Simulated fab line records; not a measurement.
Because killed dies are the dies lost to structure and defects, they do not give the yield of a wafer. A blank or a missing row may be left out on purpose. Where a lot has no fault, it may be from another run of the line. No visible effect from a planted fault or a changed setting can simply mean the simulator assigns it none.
A struck lot beside a sound one + flow n5 finfet + 37 steps out of a route of 1938
Sound: these wafers, L518.3, L518.4, L518.5. Wafers struck: L510.2, L510.3, L510.4. At the end, the cause is stated.
For every step that has rows: the tool of each side, followed by ch and its chambers, followed by its first start. Under that, the readings that differ: sound wafers + struck wafers + difference of the means + sigmas: that difference in standard deviations of wafers without a fault.
alike: words and numbers the same on both sides, and readings whose means are apart by under 2 such deviations; not compared: readings that were withheld, readings missing a value for some wafer, numbers with overlapping values and no deviation given by the record, and bounds like >300 which may hide the same value.
Wherever a step has rows on one side only, a row that says differs or no value, or a row with sigmas, the two part there. Numbers that don't overlap but have no deviation are shown without sigmas and don't part them. A reading missing from all wafers of one side parts the sides only when that side holds two or more wafers.

first, 9 steps without rows for these wafers: N5_BEOL_M4_ANNEAL_95 (time 240 s); N5_BEOL_M4_SPUTTER_96 (material Cu, target thk 4.5 nm, time 8.29 s); N5_BEOL_M4_ECD_50 (material Cu, target thk 300 nm); N5_BEOL_M4_ANNEAL_51 (time 90 s); N5_BEOL_M4_CMP_52 (polishes, stops on SiOC, t overpolish 6.8 s, target thk 40 nm); N5_BEOL_M4_PRE_CLEAN_60 (time 15 s); N5_BEOL_M4_CO_CAP_55 (material Co, precursor CCTBA/H2, target thk 2 nm, time 102.1 s); N5_BEOL_M4_PRE_CLEAN_56 (time 15 s); N5_BEOL_M4_DEP_57 (deposits SiCN from 3MS/NH3, target thk 8 nm, time 14 s).
N5_BEOL_M4_RC_MEAS_101:
  sound on prober-01 ch 0, day 12 17:04; struck on prober-01 ch 0, day 10 10:22
  alike: DIBL_N, DIBL_P, IOFF_N, IOFF_P, ION_N, ION_P, SS_N, SS_P, VT_N, VT_P
then, 24 steps without rows for these wafers: N5_BEOL_M5_ILD_DEP_00 (deposits SiCOH lowk from DEMS/porogen, target thk 140.64 nm, time 25.9 s); N5_BEOL_M5_CURE_79 (cures SiCOH lowk, time 240 s); N5_BEOL_M5_PECVD_70 (deposits SiO2 from TEOS/O2, target thk 16 nm, time 18 s); N5_BEOL_M5_HM_DEP_02 (deposits TiN, target thk 20 nm); N5_BEOL_M5_COAT_59 (time 60 s, resist thk 60 nm); N5_BEOL_M5_COAT_60 (time 60 s, resist thk 12 nm); N5_BEOL_M5_COAT_71 (time 60 s, resist thk 5 nm); N5_BEOL_M5_COAT_05 (resist thk 30 nm); N5_BEOL_M5_EBR_07; N5_BEOL_M5_SOFTBAKE_06 (time 60 s); N5_BEOL_M5_EXPOSE_08 (exposes mask M5, target cd 28 nm); N5_BEOL_M5_PEB_09 (peb time 60 s); N5_BEOL_M5_DEVELOP_10 (develop time 30 s); N5_BEOL_M5_DESCUM_16 (chemistry O2, time 7 s); N5_BEOL_M5_ETCH_72 (etches underlayer in N2/H2, target depth 6.5 nm, time 5.2 s); N5_BEOL_M5_ETCH_61 (etches SiARC in CF4, target depth 15.6 nm, time 26 s); N5_BEOL_M5_ETCH_62 (etches SOC in N2/H2, target depth 75 nm, overetch 15 nm, time 112.5 s); N5_BEOL_M5_STRIP_63 (strips in N2/H2); N5_BEOL_M5_STRIP_73 (strips in N2/H2); N5_BEOL_M5_STRIP_64 (strips in CF4); N5_BEOL_M5_HM_OPEN_17 (chemistry Cl2/BCl3, target TiN, target depth 20 nm, overetch 6 nm); N5_BEOL_M5_STRIP_19 (strips in O2); N5_BEOL_M5_COAT_65 (time 60 s, resist thk 60 nm); N5_BEOL_M5_COAT_66 (time 60 s, resist thk 12 nm).
-- here the record skips 4 days between the struck wafers' starts before and after, leaving off in module BEOL_M5 and picking up in module MIM_BOT_ETCH (first step shown: number 1866 of the route) --
N5_MIM_BOT_ETCH_ETCH_04: etches SiNx in CF4/O2, target depth 26 nm, time 13 s.
  sound on rie diel-05 ch 0,3, day 16 13:12; struck on rie diel-01 ch 1,3, day 14 06:29
  no value came back on the struck wafers for any of 7 readings (O2_flow_sccm (sccm), bias w (W) and others); on the sound wafers O2_flow_sccm (sccm) reads 9.98 9.95 9.98
  not compared: rf hours counter h, model.coat_of_MIM_BOT_LITHO_COAT_02.thk nm
N5_MIM_BOT_ETCH_ETCH_00: etches TiN in Cl2/BCl3, target depth 45.5 nm.
  sound on rie metal-02 ch 0,1, day 16 13:25; struck on rie metal-01 ch 0,1, day 14 06:40
  alike: bcl3 flow sccm, bias w, drypump motor current A, oes product au, throttle valve pct
  not compared: rf hours counter h, model.coat_of_MIM_BOT_LITHO_COAT_02.thk nm
N5_PASSIVATION_PROBE_49:
  rows exist in the record for the struck wafers here (prober-01, day 14 16:44), but not for the sound ones

== WHERE THEY PART ==
At N5_MIM_BOT_ETCH_ETCH_04 first; at N5_PASSIVATION_PROBE_49 last (within this record only).

WHY: what the simulator had put in
Whole step skipped at N5_MIM_BOT_ETCH_ETCH_04 on rie diel-01, starting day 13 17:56. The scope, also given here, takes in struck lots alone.
